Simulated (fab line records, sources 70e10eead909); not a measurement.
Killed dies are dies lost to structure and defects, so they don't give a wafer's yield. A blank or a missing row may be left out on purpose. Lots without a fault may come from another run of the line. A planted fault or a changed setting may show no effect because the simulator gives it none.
Chamber matching | flow nand_harc | NHARC_A_SLIT_DEP_23 on pecvd-01: 3 sister chambers
The step deposits SiON, target thk 100 nm. 6 wafers are shown with their chamber, then 8 later ones without.

WAFERS WITH THEIR CHAMBER
wafer  | chamber | heater_power_w (W)
L082.3 | 1       | 776
L084.4 | 1       | 700
L084.5 | 0       | 656
L087.4 | 0       | 650
L087.5 | 2       | 981
L092.1 | 2       | 912

WAFERS WITHOUT THEIR CHAMBER
wafer  | heater_power_w (W)
L092.2 | 682
L092.5 | 913
L094.2 | 774
L094.3 | 649
L094.4 | 669
L097.3 | 862
L097.5 | 594
L097.6 | 875

WHICH CHAMBER EACH WENT THROUGH
wafer  | from the rows above     | in truth
L092.2 | can't be placed: 0 or 1 | 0
L092.5 | 2                       | 2
L094.2 | 1                       | 1
L094.3 | 0                       | 0
L094.4 | can't be placed: 0 or 1 | 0
L097.3 | can't be placed: 2 or 1 | 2
L097.5 | 0                       | 0
L097.6 | can't be placed: 2 or 1 | 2
Placed correctly: 4 of 8. Can't be placed from these rows: 4 (the true chamber is among the candidates in 4). Placed wrongly: 0.
How it was worked out, from the rows above alone: a wafer's distance from a chamber is the root of the sum, over the readings, of the square of ((its reading less the chamber's mean) divided by the reading's scatter). The wafer belongs to the nearest chamber; if the next one is less than 2 further off, it can't be placed. A chamber's mean is the mean of its shown wafers. The scatter: the root of (the sum of the squares of (reading less its chamber's mean) over the shown wafers, divided by (wafers less chambers)).
